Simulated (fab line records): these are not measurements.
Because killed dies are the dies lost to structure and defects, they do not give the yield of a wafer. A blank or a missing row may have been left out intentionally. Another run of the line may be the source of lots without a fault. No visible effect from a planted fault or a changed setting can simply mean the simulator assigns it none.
fab line records	flow nand_harc
record: lots: 13	wafers: 39	last_day: 25
route steps=1159 shown A_ZERO_WELL@411 A_ONON_D1@442 END@1159
lots that met no fault: taken from a fault-free run of the same line
start_h: the number of hours between the record's first day and the start of the first shown wafer of the lot	wait_h: hours since the lot's step before	" as in the row above	L1.1+2: several wafers, shown together as one row	- no value present, or no start provided	* or withheld: withheld	< > ~ a bound
route shown NAME@n: a module of which the file shows steps, and the number in the route of the first	usual: mean and standard deviation over wafers with no fault	same: alike in all rows	chamber/n: place in a boat	sites: each site's reading	_std_site: the values' standard deviation	_edge_site: mean of outer sites minus mean of inner sites	radius_mm: for every site, how far away it sits from the centre of the wafer	mask NAME#n: copy n	behind: the last tool/chamber to shape the wafer	hold: what put the lot on hold/how long, in hours/how the hold closed	device: names the non-switching transistor (n, p or np)	end of line: tests run on the same wafers once the route is complete	for a step that has no rows: nothing shown but its recipe	killed: not the wafer's yield, but the dies lost to structure and defects at the first sort	map: shows each die of a wafer: x if killed, . if not, _ if none is there
set.NAME: the setting as run; set.NAME@STEP: as run at that earlier step	model.NAME: the simulator's own value behind a step, which no gauge read
a sample of lots followed through the steps of the route, with each step as a table and each wafer as a row
services: from which hour (start_h, from the record's first day; less than 0 if before it) a tool's chamber was out of use, for how many hours, and why
== steps ==
step: NHARC_A_ZERO_WELL_RTA_16
recipe: temp_c: 1000	time_s: 10
usual: lamp_power_pct: 26.7/0.75	wafer_temp_C_max: 1004.2/1.2
lot.wafer	tool	chamber	start_h	wait_h	lamp_power_pct	wafer_temp_C_max
L855.1	rtp_anneal-01	0	124.41	-	27.4	1004.7
L855.5	"	0	"	"	27.5	1004.1
L855.6	"	0	"	"	27.4	1003.3
L856.1	rtp_anneal-01	0	133.82	-	27.4	1004.4
L856.2	"	0	"	"	27.3	1004.4
L856.3	"	0	"	"	27.4	1006.0
L857.1	rtp_anneal-01	0	154.46	-	27.4	1005.1
L857.3	"	0	"	"	27.5	1005.6
L857.5	"	0	"	"	27.5	1004.3
L859.3	rtp_anneal-01	0	163.46	-	27.5	1004.3
L859.4	"	0	"	"	27.4	1004.5
L859.6	"	0	"	"	27.5	1004.6
L862.3	rtp_anneal-02	0	177.50	-	25.9	1002.5
L862.4	"	0	"	"	25.9	1004.0
L862.6	"	0	"	"	25.9	1002.7
L861.2	rtp_anneal-01	0	177.89	-	27.4	1004.4
L861.3	"	0	"	"	27.5	1004.5
L861.4	"	0	"	"	27.5	1005.3
L863.1	rtp_anneal-01	0	188.26	-	27.4	1006.7
L863.2	"	0	"	"	27.5	1004.5
L863.5	"	0	"	"	27.5	1004.8
L865.1	rtp_anneal-01	0	199.79	-	27.4	1004.8
L865.5	"	0	"	"	27.4	1004.7
L865.6	"	0	"	"	27.4	1003.7
L866.2	rtp_anneal-01	0	230.60	-	27.5	1004.1
L866.5	"	0	"	"	27.4	1005.2
L866.6	"	0	"	"	27.5	1004.3
L875.1	rtp_anneal-02	0	247.19	-	25.9	1003.0
L875.3	"	0	"	"	26.0	1003.6
L875.6	"	0	"	"	26.0	1003.1
L874.1	rtp_anneal-01	0	248.25	-	27.4	1005.6
L874.3	"	0	"	"	27.5	1004.5
L874.4	"	0	"	"	27.5	1007.2
L876.3	rtp_anneal-02	0	264.57	-	26.0	1002.4
L876.5	"	0	"	"	26.0	1004.1
L876.6	"	0	"	"	26.0	1003.4
L878.1	rtp_anneal-02	0	274.36	-	25.9	1002.6
L878.3	"	0	"	"	25.9	1003.0
L878.4	"	0	"	"	26.0	1002.9
step: NHARC_A_ZERO_WELL_INSPECT_17
usual: raw_defect_count: 13/6.5
lot.wafer	tool	chamber	start_h	wait_h	raw_defect_count
L855.1	defect_inspect-01	-	124.61	0.2	7
L855.5	"	-	"	"	10
L855.6	"	-	"	"	20
L856.1	defect_inspect-02	-	134.01	0.2	8
L856.2	"	-	"	"	2
L856.3	"	-	"	"	6
L857.1	defect_inspect-02	-	154.66	0.2	15
L857.3	"	-	"	"	16
L857.5	"	-	"	"	7
L859.3	defect_inspect-01	-	163.60	0.1	6
L859.4	"	-	"	"	7
L859.6	"	-	"	"	7
L862.3	defect_inspect-02	-	177.64	0.1	13
L862.4	"	-	"	"	18
L862.6	"	-	"	"	14
L861.2	defect_inspect-02	-	178.07	0.1	8
L861.3	"	-	"	"	10
L861.4	"	-	"	"	5
L863.1	defect_inspect-02	-	188.46	0.2	14
L863.2	"	-	"	"	8
L863.5	"	-	"	"	15
L865.1	defect_inspect-02	-	199.99	0.2	12
L865.5	"	-	"	"	25
L865.6	"	-	"	"	11
L866.2	defect_inspect-01	-	230.77	0.1	23
L866.5	"	-	"	"	28
L866.6	"	-	"	"	9
L875.1	defect_inspect-01	-	247.40	0.2	12
L875.3	"	-	"	"	5
L875.6	"	-	"	"	7
L874.1	defect_inspect-01	-	248.44	0.2	9
L874.3	"	-	"	"	15
L874.4	"	-	"	"	12
L876.3	defect_inspect-02	-	264.71	0.1	12
L876.5	"	-	"	"	34
L876.6	"	-	"	"	28
L878.1	defect_inspect-02	-	274.55	0.2	12
L878.3	"	-	"	"	3
L878.4	"	-	"	"	13
step: NHARC_A_ONON_D1_DEP_25
recipe: target_thk_a: 10000	n2_flow_sccm: 2750	n2o_flow_sccm: 2000	nh3_flow_sccm: 500	sih4_flow_sccm: 210	temp_c: 400
usual: n2_flow_sccm: 2751/8.7
lot.wafer	tool	chamber	start_h	wait_h	n2_flow_sccm
L856.1	pecvd_onon-02	0	168.54	0.1	2737
L856.2	"	0	"	"	2739
L856.3	"	0	"	"	2744
L855.1	pecvd_onon-03	0	168.55	0.1	2748
L855.5	"	0	"	"	2756
L855.6	"	0	"	"	2753
L857.1	pecvd_onon-02	0	186.44	0.1	2743
L857.3	"	0	"	"	2744
L857.5	"	0	"	"	2752
L859.3	pecvd_onon-03	0	195.63	0.2	2764
L859.4	"	0	"	"	2752
L859.6	"	0	"	"	2748
L861.2	pecvd_onon-03	0	211.27	0.1	2747
L861.3	"	0	"	"	2747
L861.4	"	0	"	"	2749
L862.3	pecvd_onon-01	0	211.30	0.2	2753
L862.4	"	0	"	"	2754
L862.6	"	0	"	"	2744
L863.1	pecvd_onon-03	0	222.30	0.1	2765
L863.2	"	0	"	"	2748
L863.5	"	0	"	"	2772
L865.1	pecvd_onon-03	0	231.91	0.1	2753
L865.5	"	0	"	"	2758
L865.6	"	0	"	"	2752
L866.2	pecvd_onon-03	0	262.24	0.1	2753
L866.5	"	0	"	"	2753
L866.6	"	0	"	"	2752
L874.1	pecvd_onon-02	0	281.98	0.1	2741
L874.3	"	0	"	"	2756
L874.4	"	0	"	"	2749
L875.1	pecvd_onon-01	0	281.98	0.1	2756
L875.3	"	0	"	"	2748
L875.6	"	0	"	"	2760
L876.3	pecvd_onon-01	0	297.26	0.3	2761
L876.5	"	0	"	"	2765
L876.6	"	0	"	"	2752
L878.1	pecvd_onon-01	0	307.01	0.1	2745
L878.3	"	0	"	"	2743
L878.4	"	0	"	"	2730
step: NHARC_A_ONON_D1_THK_MEAS_27
recipe: thk_meas_gauge: ellipsometry
usual: thk_nm: 1000/9.5
lot.wafer	tool	chamber	start_h	wait_h	hold	thk_nm
L856.1	film_metro-01	-	169.05	-	-	989
L856.2	"	-	"	"	-	986
L856.3	"	-	"	"	-	988
L855.1	film_metro-02	-	169.05	-	-	999
L855.5	"	-	"	"	-	998
L855.6	"	-	"	"	-	995
L857.1	film_metro-02	-	186.95	-	-	1012
L857.3	"	-	"	"	-	1011
L857.5	"	-	"	"	-	1011
L859.3	film_metro-02	-	196.02	-	-	1023
L859.4	"	-	"	"	-	1022
L859.6	"	-	"	"	-	1023
L862.3	film_metro-02	-	211.70	-	-	1003
L862.4	"	-	"	"	-	1001
L862.6	"	-	"	"	-	1001
L861.2	film_metro-01	-	211.73	-	-	1009
L861.3	"	-	"	"	-	1007
L861.4	"	-	"	"	-	1009
L863.1	film_metro-02	-	222.81	-	-	1004
L863.2	"	-	"	"	-	1004
L863.5	"	-	"	"	-	1004
L865.1	film_metro-02	-	232.41	-	await_dispo/0.2h/release	647
L865.5	"	-	"	"	await_dispo/0.2h/release	647
L865.6	"	-	"	"	await_dispo/0.2h/release	648
L865.1	film_metro-02	-	232.58	0.2	-	646
L865.5	"	-	"	"	-	649
L865.6	"	-	"	"	-	648
L866.2	film_metro-01	-	262.69	-	await_dispo/0.2h/release	668
L866.5	"	-	"	"	await_dispo/0.2h/release	670
L866.6	"	-	"	"	await_dispo/0.2h/release	669
L866.2	film_metro-01	-	262.87	0.2	-	670
L866.5	"	-	"	"	-	668
L866.6	"	-	"	"	-	670
L875.1	film_metro-02	-	282.49	-	-	996
L875.3	"	-	"	"	-	998
L875.6	"	-	"	"	-	998
L874.1	film_metro-01	-	282.52	-	-	986
L874.3	"	-	"	"	-	988
L874.4	"	-	"	"	-	988
L876.3	film_metro-01	-	297.65	-	-	1006
L876.5	"	-	"	"	-	1007
L876.6	"	-	"	"	-	1006
L878.1	film_metro-02	-	307.53	-	-	999
L878.3	"	-	"	"	-	1000
L878.4	"	-	"	"	-	1001
step: NHARC_A_ONON_D1_DEP_33
recipe: target_thk_a: 2000	temp_c: 400	pressure_torr: 6.5	rf_w: 900	teos_flow_sccm: 161.4	flow_sccm: 2650	target_thk_nm: 200	gas: O2	material: SiO2
usual: heater_power_outer_w: 301/57	heater_power_w: 547/85	throttle_valve_pct: 15.9/0.61
lot.wafer	tool	chamber	start_h	wait_h	heater_power_outer_w	heater_power_w	throttle_valve_pct
L856.1	pecvd-03	0	169.67	0.1	239	460	16.0
L856.3	"	1	"	"	363	639	15.7
L856.2	"	2	"	"	374	619	16.4
L855.1	pecvd-02	0	169.72	0.1	276	591	15.8
L855.6	"	2	"	"	234	464	15.8
L855.5	"	0	"	"	287	590	15.9
L857.1	pecvd-02	0	187.57	0.1	346	667	15.9
L857.3	"	2	"	"	263	505	15.9
L857.5	"	0	"	"	353	681	16.2
L859.3	pecvd-02	0	196.69	0.1	307	634	16.2
L859.6	"	2	"	"	280	505	16.1
L859.4	"	1	"	"	281	498	15.0
L861.2	pecvd-04	1	212.35	0.1	273	485	14.7
L861.3	"	0	"	"	339	589	14.9
L861.4	"	2	"	"	360	623	16.7
L862.3	pecvd-03	2	212.36	0.1	318	528	16.5
L862.6	"	1	"	"	360	634	16.1
L862.4	"	2	"	"	322	547	16.5
L863.2	pecvd-03	0	223.48	0.1	184	390	16.0
L863.1	"	2	"	"	390	628	16.5
L863.5	"	1	"	"	363	645	16.4
L865.1	pecvd-02	1	234.46	0.1	323	537	15.2
L865.5	"	2	"	"	312	553	16.0
L865.6	"	1	"	"	222	402	15.2
L866.2	pecvd-02	0	278.23	0.1	307	623	16.2
L866.6	"	0	"	"	316	636	16.1
L866.5	"	1	"	"	321	501	15.4
L874.3	pecvd-02	0	283.15	0.1	358	692	16.4
L874.1	"	1	"	"	284	487	15.3
L874.4	"	0	"	"	363	706	16.1
L875.1	pecvd-04	2	283.17	0.1	376	623	16.4
L875.3	"	0	"	"	312	556	15.0
L875.6	"	2	"	"	383	650	16.8
L876.3	pecvd-02	2	298.45	0.1	266	487	16.2
L876.5	"	1	"	"	325	536	15.2
L876.6	"	2	"	"	274	515	16.1
L878.1	pecvd-03	2	308.37	0.3	308	525	16.4
L878.3	"	1	"	"	347	631	15.8
L878.4	"	1	"	"	346	632	15.8
step: NHARC_END_SORT_01
recipe: temp_c: 25
usual: killed_at_array: 29/10	killed_at_other: 0.7/1.1	killed_at_periphery: 3.3/2.4	killed_dies: 33/11	killed_open: 3.3/2	killed_short: 1.9/1.3
same: gross_dies: 677
lot.wafer	tool	chamber	start_h	wait_h	hold	killed_at_array	killed_at_other	killed_at_periphery	killed_dies	killed_open	killed_short
L856.1	prober-02	0	435.16	2.5	-	32	3	3	38	4	3
L856.2	prober-02	0	435.97	2.8	-	37	0	2	39	2	4
L856.3	prober-02	0	436.78	3.1	-	29	0	0	29	0	0
L855.1	prober-02	0	445.50	2.5	-	22	0	5	27	4	2
L855.5	prober-02	0	448.69	3.7	-	11	0	5	16	3	1
L855.6	prober-02	0	449.48	4.0	-	23	1	4	28	6	2
L857.1	prober-02	0	453.30	2.5	-	27	1	2	30	3	3
L857.3	prober-02	0	454.88	3.1	-	27	0	2	29	5	1
L857.5	prober-02	0	456.45	3.7	-	28	0	5	33	2	4
L859.3	prober-02	0	473.59	3.1	-	8	1	3	12	5	0
L859.4	prober-02	0	474.41	3.4	-	15	1	0	16	3	1
L859.6	prober-02	0	476.03	4.1	-	11	2	3	16	5	1
L862.3	prober-01	0	481.91	3.1	-	37	0	0	37	3	2
L862.4	prober-01	0	482.70	3.4	-	43	0	3	46	4	3
L862.6	prober-01	0	484.28	4.0	-	37	0	2	39	3	0
L861.2	prober-01	0	498.87	2.8	-	25	1	5	31	4	3
L861.3	prober-01	0	499.68	3.1	-	25	1	0	26	1	1
L861.4	prober-01	0	500.48	3.4	-	31	0	2	33	1	0
L865.1	prober-01	0	505.89	2.5	await_dispo/2.1h/scrap	676	0	1	677	2	3
L865.5	prober-01	0	509.10	3.7	await_dispo/2.1h/scrap	675	0	2	677	4	2
L865.6	prober-01	0	509.91	4.0	await_dispo/2.1h/scrap	677	0	0	677	1	1
L863.1	prober-02	0	505.97	2.5	-	33	1	4	38	4	2
L863.2	prober-02	0	506.75	2.8	-	29	0	2	31	5	2
L863.5	prober-02	0	509.11	3.6	-	26	1	3	30	2	1
L866.2	prober-01	0	550.37	2.8	await_dispo/3.5h/scrap	671	2	4	677	2	0
L866.5	prober-01	0	552.77	3.7	await_dispo/3.5h/scrap	669	1	7	677	9	2
L866.6	prober-01	0	553.57	4.0	await_dispo/3.5h/scrap	671	1	5	677	2	1
L875.1	prober-02	0	573.30	2.5	-	29	0	1	30	1	0
L875.3	prober-02	0	574.91	3.1	-	29	1	4	34	3	3
L875.6	prober-02	0	577.31	4.0	-	39	0	1	40	3	4
L874.1	prober-01	0	574.35	2.5	-	20	0	5	25	4	2
L874.3	prober-01	0	575.95	3.1	-	8	1	1	10	2	0
L874.4	prober-01	0	576.76	3.4	-	15	1	0	16	2	2
L876.3	prober-01	0	583.79	3.1	-	45	0	5	50	3	1
L876.5	prober-01	0	585.41	3.7	-	46	4	2	52	1	2
L876.6	prober-01	0	586.22	4.1	-	45	0	5	50	5	1
L878.1	prober-01	0	592.75	2.5	-	35	0	1	36	3	1
L878.3	prober-01	0	594.37	3.1	-	30	0	6	36	4	3
L878.4	prober-01	0	595.18	3.4	-	38	0	1	39	2	2
killed by level:class
L856.1 A_CHANNEL_HOLE_D1:chamber_film_flake=15 A_SLIT:chamber_film_flake=6 A_CONTACT:chamber_film_flake=3 A_WL_FILL:chamber_film_flake=2 THIN_TSV:chamber_film_flake=2 P_STI:geometric_particle:open=1 P_GATE:geometric_particle:open=1 A_ONON_D1:geometric_particle:open=1
L856.2 A_CHANNEL_HOLE_D1:chamber_film_flake=12 A_SLIT:chamber_film_flake=12 A_CONTACT:geometric_particle:short=3 A_WL_FILL:chamber_film_flake=3 A_BONDPAD:chamber_film_flake=2 P_M0:geometric_particle:open=1 A_WL_FILL:geometric_particle:short=1 A_CONTACT:geometric_particle:open=1
L856.3 A_CHANNEL_HOLE_D1:chamber_film_flake=11 A_SLIT:chamber_film_flake=11 A_WL_FILL:chamber_film_flake=3 A_CONTACT:chamber_film_flake=2 A_STAIRCASE:chamber_film_flake=2
L855.1 A_SLIT:chamber_film_flake=10 A_CONTACT:chamber_film_flake=4 P_ZERO_WELL:chamber_film_flake=3 A_STAIRCASE:chamber_film_flake=2 A_CHANNEL_HOLE_D1:chamber_film_flake=2 P_GATE:geometric_particle:open=1 P_M2:geometric_particle:short=1 A_CHANNEL_FILL_D1:geometric_particle:open=1
L855.5 P_ZERO_WELL:chamber_film_flake=5 A_SLIT:chamber_film_flake=5 A_CONTACT:geometric_particle:open=2 A_ONON_D1:geometric_particle:short=1 A_M0:geometric_particle:open=1 A_CONTACT:chamber_film_flake=1 A_BONDPAD:chamber_film_flake=1
L855.6 A_SLIT:chamber_film_flake=8 A_STAIRCASE:chamber_film_flake=4 A_CONTACT:chamber_film_flake=3 P_ZERO_WELL:chamber_film_flake=2 P_CONTACT:geometric_particle:open=1 A_ONON_D1:geometric_particle:short=1 A_CHANNEL_FILL_D1:geometric_particle:open=1 A_STAIRCASE:geometric_particle:open=1
L857.1 A_CHANNEL_HOLE_D1:chamber_film_flake=15 A_STAIRCASE:chamber_film_flake=4 A_CONTACT:chamber_film_flake=2 A_CHANNEL_HOLE_D1:geometric_particle:short=1 A_CHANNEL_FILL_D1:geometric_particle:open=1 A_WL_FILL:geometric_particle:short=1 A_CONTACT:geometric_particle:open=1 A_CONTACT:geometric_particle:short=1
L857.3 A_CHANNEL_HOLE_D1:chamber_film_flake=15 A_STAIRCASE:chamber_film_flake=4 A_CONTACT:geometric_particle:open=3 A_SLIT:chamber_film_flake=2 P_M0:geometric_particle:open=1 A_CHANNEL_FILL_D1:geometric_particle:short=1 A_WL_FILL:geometric_particle:open=1 P_BONDPAD:chamber_film_flake=1
L857.5 A_CHANNEL_HOLE_D1:chamber_film_flake=17 A_STAIRCASE:chamber_film_flake=4 P_M1:chamber_film_flake=2 P_GATE:geometric_particle:open=1 P_CONTACT:geometric_particle:short=1 P_M0:geometric_particle:short=1 A_CHANNEL_HOLE_D1:geometric_particle:short=1 A_CHANNEL_FILL_D1:geometric_particle:short=1
L859.3 A_CHANNEL_HOLE_D1:chamber_film_flake=3 A_CONTACT:chamber_film_flake=2 P_CONTACT:geometric_particle:open=1 P_M0:geometric_particle:open=1 A_WL_FILL:geometric_particle:open=1 A_CONTACT:geometric_particle:open=1 A_M1:geometric_particle:open=1 P_GATE:chamber_film_flake=1
L859.4 A_CHANNEL_HOLE_D1:chamber_film_flake=3 A_CONTACT:chamber_film_flake=3 A_BLC:chamber_film_flake=2 A_ONON_D1:geometric_particle:open=1 A_CHANNEL_FILL_D1:geometric_particle:open=1 A_CONTACT:geometric_particle:short=1 A_BLC:geometric_particle:open=1 A_ZERO_WELL:chamber_film_flake=1
L859.6 A_CONTACT:chamber_film_flake=4 A_CONTACT:geometric_particle:open=3 THIN_TSV:chamber_film_flake=2 P_M1:geometric_particle:short=1 A_SGD_CUT:geometric_particle:open=1 A_M1:geometric_particle:open=1 P_GATE:chamber_film_flake=1 P_M1:chamber_film_flake=1
L862.3 A_CHANNEL_HOLE_D1:chamber_film_flake=15 A_SLIT:chamber_film_flake=11 A_STAIRCASE:chamber_film_flake=3 A_CHANNEL_FILL_D1:geometric_particle:open=2 A_CONTACT:chamber_film_flake=2 A_ONON_D1:geometric_particle:open=1 A_WL_FILL:geometric_particle:short=1 A_BLC:geometric_particle:short=1
L862.4 A_CHANNEL_HOLE_D1:chamber_film_flake=21 A_SLIT:chamber_film_flake=11 A_STAIRCASE:chamber_film_flake=4 P_CONTACT:geometric_particle:open=1 P_M2:geometric_particle:short=1 A_ONON_D1:geometric_particle:open=1 A_CHANNEL_FILL_D1:geometric_particle:short=1 A_SGD_CUT:geometric_particle:open=1
L862.6 A_CHANNEL_HOLE_D1:chamber_film_flake=17 A_SLIT:chamber_film_flake=10 A_CONTACT:chamber_film_flake=6 A_BLC:geometric_particle:open=2 A_STAIRCASE:chamber_film_flake=2 P_M1:geometric_particle:open=1 P_STI:chamber_film_flake=1
L861.2 A_SLIT:chamber_film_flake=13 A_CHANNEL_HOLE_D1:chamber_film_flake=4 A_STAIRCASE:chamber_film_flake=2 A_BONDPAD:chamber_film_flake=2 P_GATE:geometric_particle:open=1 P_M1:geometric_particle:open=1 A_ONON_D1:geometric_particle:short=1 A_CHANNEL_FILL_D1:geometric_particle:short=1
L861.3 A_SLIT:chamber_film_flake=17 A_STAIRCASE:chamber_film_flake=3 A_CONTACT:chamber_film_flake=2 A_SGD_CUT:geometric_particle:short=1 A_M1:geometric_particle:open=1 A_CHANNEL_FILL_D1:chamber_film_flake=1 THIN_TSV:chamber_film_flake=1
L861.4 A_SLIT:chamber_film_flake=18 A_CHANNEL_FILL_D1:chamber_film_flake=5 A_CHANNEL_HOLE_D1:chamber_film_flake=4 P_ZERO_WELL:chamber_film_flake=2 A_STAIRCASE:chamber_film_flake=2 A_CHANNEL_FILL_D1:geometric_particle:open=1 A_CONTACT:chamber_film_flake=1
L865.1 A_ONON_D1:area_dep=646 A_CHANNEL_HOLE_D1:chamber_film_flake=18 A_STAIRCASE:chamber_film_flake=6 A_WL_FILL:geometric_particle:short=2 A_SGD_CUT:geometric_particle:open=1 A_BLC:geometric_particle:short=1 A_M1:geometric_particle:open=1 P_GATE:chamber_film_flake=1
L863.1 A_CHANNEL_HOLE_D1:chamber_film_flake=20 A_STAIRCASE:chamber_film_flake=4 A_CONTACT:chamber_film_flake=3 P_STI:chamber_film_flake=2 P_CONTACT:geometric_particle:open=1 A_CHANNEL_HOLE_D1:geometric_particle:open=1 A_M0:geometric_particle:open=1 A_M0:geometric_particle:short=1
L863.2 A_CHANNEL_HOLE_D1:chamber_film_flake=19 A_CONTACT:chamber_film_flake=4 P_GATE:geometric_particle:open=1 P_M0:geometric_particle:open=1 A_CHANNEL_FILL_D1:geometric_particle:open=1 A_WL_FILL:geometric_particle:open=1 A_WL_FILL:geometric_particle:short=1 A_CONTACT:geometric_particle:open=1
L865.5 A_ONON_D1:area_dep=645 A_CHANNEL_HOLE_D1:chamber_film_flake=19 A_STAIRCASE:chamber_film_flake=3 A_CONTACT:chamber_film_flake=3 P_CONTACT:geometric_particle:open=1 P_M0:geometric_particle:short=1 A_ONON_D1:geometric_particle:short=1 A_ONON_D1:geometric_particle:open=1
L863.5 A_CHANNEL_HOLE_D1:chamber_film_flake=18 A_CONTACT:chamber_film_flake=5 A_STAIRCASE:chamber_film_flake=2 P_GATE:geometric_particle:open=1 P_CONTACT:geometric_particle:open=1 A_ONON_D1:geometric_particle:short=1 P_STI:chamber_film_flake=1 HYBRID_BOND:chamber_film_flake=1
L865.6 A_ONON_D1:area_dep=650 A_CHANNEL_HOLE_D1:chamber_film_flake=19 A_STAIRCASE:chamber_film_flake=4 A_CONTACT:chamber_film_flake=2 A_CHANNEL_FILL_D1:geometric_particle:short=1 A_CONTACT:geometric_particle:open=1
L866.2 A_ONON_D1:area_dep=642 A_SLIT:chamber_film_flake=14 A_CHANNEL_HOLE_D1:chamber_film_flake=9 A_CONTACT:chamber_film_flake=5 THIN_TSV:chamber_film_flake=2 P_CONTACT:geometric_particle:open=1 A_SOURCE_PLATE:geometric_particle:open=1 P_STI:chamber_film_flake=1
L866.5 A_ONON_D1:area_dep=632 A_SLIT:chamber_film_flake=16 A_CHANNEL_HOLE_D1:chamber_film_flake=11 A_CONTACT:chamber_film_flake=3 P_STI:geometric_particle:open=2 P_CONTACT:geometric_particle:open=2 P_CONTACT:chamber_film_flake=2 A_CHANNEL_FILL_D1:geometric_particle:open=1
L866.6 A_ONON_D1:area_dep=646 A_SLIT:chamber_film_flake=17 P_M1:chamber_film_flake=3 A_CHANNEL_HOLE_D1:chamber_film_flake=3 A_CONTACT:chamber_film_flake=3 P_GATE:geometric_particle:open=1 A_SGD_CUT:geometric_particle:short=1 A_WL_FILL:geometric_particle:open=1
L875.1 A_CHANNEL_HOLE_D1:chamber_film_flake=23 A_CONTACT:chamber_film_flake=2 P_GATE:geometric_particle:open=1 A_ZERO_WELL:chamber_film_flake=1 A_STAIRCASE:chamber_film_flake=1 A_SLIT:chamber_film_flake=1 A_WL_FILL:chamber_film_flake=1
L874.1 A_CHANNEL_HOLE_D1:chamber_film_flake=7 A_CONTACT:chamber_film_flake=5 A_SLIT:chamber_film_flake=4 P_ZERO_WELL:chamber_film_flake=2 P_GATE:geometric_particle:open=1 P_CONTACT:geometric_particle:short=1 P_CONTACT:geometric_particle:open=1 A_WL_FILL:geometric_particle:short=1
L875.3 A_CHANNEL_HOLE_D1:chamber_film_flake=21 P_M0:geometric_particle:short=2 A_WL_FILL:chamber_film_flake=2 A_CONTACT:chamber_film_flake=2 P_M1:geometric_particle:short=1 A_CHANNEL_FILL_D1:geometric_particle:open=1 A_WL_FILL:geometric_particle:open=1 A_BLC:geometric_particle:open=1
L874.3 A_CHANNEL_HOLE_D1:chamber_film_flake=4 A_CONTACT:geometric_particle:open=2 A_SLIT:chamber_film_flake=2 P_BONDPAD:chamber_film_flake=1 THIN_TSV:chamber_film_flake=1
L874.4 A_CHANNEL_HOLE_D1:chamber_film_flake=5 A_CONTACT:chamber_film_flake=3 A_ONON_D1:geometric_particle:short=2 A_SLIT:chamber_film_flake=2 A_ONON_D1:geometric_particle:open=1 A_CONTACT:geometric_particle:open=1 A_STAIRCASE:chamber_film_flake=1 THIN_TSV:chamber_film_flake=1
L875.6 A_CHANNEL_HOLE_D1:chamber_film_flake=25 A_CONTACT:chamber_film_flake=6 A_ONON_D1:geometric_particle:short=2 P_M1:geometric_particle:open=1 A_ONON_D1:geometric_particle:open=1 A_STAIRCASE:geometric_particle:short=1 A_SGD_CUT:geometric_particle:short=1 A_BLC:geometric_particle:open=1
L876.3 A_CHANNEL_HOLE_D1:chamber_film_flake=20 A_SLIT:chamber_film_flake=19 P_ZERO_WELL:chamber_film_flake=2 P_M2:chamber_film_flake=2 A_STAIRCASE:chamber_film_flake=2 P_CONTACT:geometric_particle:short=1 A_CHANNEL_FILL_D1:geometric_particle:open=1 A_WL_FILL:geometric_particle:open=1
L876.5 A_CHANNEL_HOLE_D1:chamber_film_flake=22 A_SLIT:chamber_film_flake=18 THIN_TSV:chamber_film_flake=3 A_CONTACT:chamber_film_flake=2 A_STAIRCASE:chamber_film_flake=2 P_GATE:geometric_particle:open=1 A_SOURCE_PLATE:geometric_particle:short=1 A_CONTACT:geometric_particle:short=1
L876.6 A_CHANNEL_HOLE_D1:chamber_film_flake=18 A_SLIT:chamber_film_flake=18 A_CONTACT:chamber_film_flake=3 A_M0:geometric_particle:open=2 P_ZERO_WELL:chamber_film_flake=2 P_STI:geometric_particle:open=1 P_M0:geometric_particle:open=1 A_ONON_D1:geometric_particle:short=1
L878.1 A_SLIT:chamber_film_flake=16 A_CHANNEL_HOLE_D1:chamber_film_flake=9 A_CONTACT:chamber_film_flake=4 A_CHANNEL_HOLE_D1:geometric_particle:short=1 A_SGD_CUT:geometric_particle:open=1 A_WL_FILL:geometric_particle:open=1 A_CONTACT:geometric_particle:open=1 P_GATE:chamber_film_flake=1
L878.3 A_SLIT:chamber_film_flake=14 A_CHANNEL_HOLE_D1:chamber_film_flake=9 P_CONTACT:geometric_particle:open=2 A_CHANNEL_FILL_D1:chamber_film_flake=2 P_GATE:geometric_particle:short=1 P_M1:geometric_particle:short=1 A_SOURCE_PLATE:geometric_particle:short=1 A_SOURCE_PLATE:geometric_particle:open=1
L878.4 A_SLIT:chamber_film_flake=18 A_CHANNEL_HOLE_D1:chamber_film_flake=8 A_CHANNEL_FILL_D1:chamber_film_flake=3 A_ZERO_WELL:chamber_film_flake=2 A_STAIRCASE:chamber_film_flake=2 A_ONON_D1:geometric_particle:open=1 A_ONON_D1:geometric_particle:short=1 A_CHANNEL_HOLE_D1:geometric_particle:short=1
== services ==
tool	chamber	start_h	hours	kind
pecvd-03	-	111.15	13.0	pm
pecvd-03	0	111.15	13.0	vent_cycle
pecvd-03	1	111.15	13.0	vent_cycle
pecvd-03	2	111.15	13.0	vent_cycle
pecvd_onon-02	-	111.18	13.0	pm
pecvd-03	0	124.15	-	clean
pecvd_onon-03	-	153.17	13.0	pm
pecvd-02	-	153.52	13.0	pm
pecvd-02	0	153.52	13.0	vent_cycle
pecvd-02	1	153.52	13.0	vent_cycle
pecvd-02	2	153.52	13.0	vent_cycle
pecvd-02	0	166.52	-	clean
pecvd-02	1	166.52	-	clean
pecvd-02	2	166.52	-	clean
pecvd-04	-	195.00	13.0	pm
pecvd_onon-01	-	195.29	13.0	pm
pecvd-02	1	197.95	8.0	repair
pecvd-02	-	232.55	0.5	repair
pecvd-02	-	238.09	0.9	repair
pecvd-02	-	246.98	1.1	repair
pecvd-03	-	292.15	13.0	pm
pecvd_onon-02	-	292.18	13.0	pm
rtp_anneal-02	-	300.00	12.0	pm
pecvd-02	-	305.54	2.9	repair
== key ==
first_sign: step: NHARC_A_ONON_D1_THK_MEAS_27	reading: visit	direction: added
effect: step: NHARC_A_ONON_D1_THK_MEAS_27	reading: thk_nm	direction: down	sigmas: 36	usual: 1000	struck: 658
effect: step: NHARC_END_SORT_01	reading: killed_at_array	direction: up	sigmas: 63	usual: 29	struck: 673
more_kills_born_at: NHARC_A_ONON_D1_DEP_25@pecvd_onon-03: 3861
met_at NHARC_A_ONON_D1_DEP_25
struck_lots L865,L866
later_rows_left_out L865.1,L865.5,L865.6,L866.2,L866.5,L866.6
tester_left_out L865,L866
not_acting_at NHARC_A_ZERO_WELL_RTA_16,NHARC_A_ZERO_WELL_INSPECT_17,NHARC_A_ONON_D1_DEP_33
onset_between 222.30 231.91
fault: kind: process_parameter_drift	tool: pecvd_onon-03	chamber: -	onset_h: 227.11	steps: NHARC_A_ONON_D1_DEP_25	channel: target_thk_a	offset: *	shape: step	end_h: 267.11	acts_in: *	stated: *
tester_left_out: of these lots the tester's yield and bins aren't shown, on N5 and GAA mostly nor the transistor test; their killed dies are dies lost to structure and defects alone, not to doping, threshold or leakage, so they don't give the yield
later_rows_left_out: the simulator's readings of these wafers behind a module that went badly wrong aren't trusted and aren't shown, but for the sort
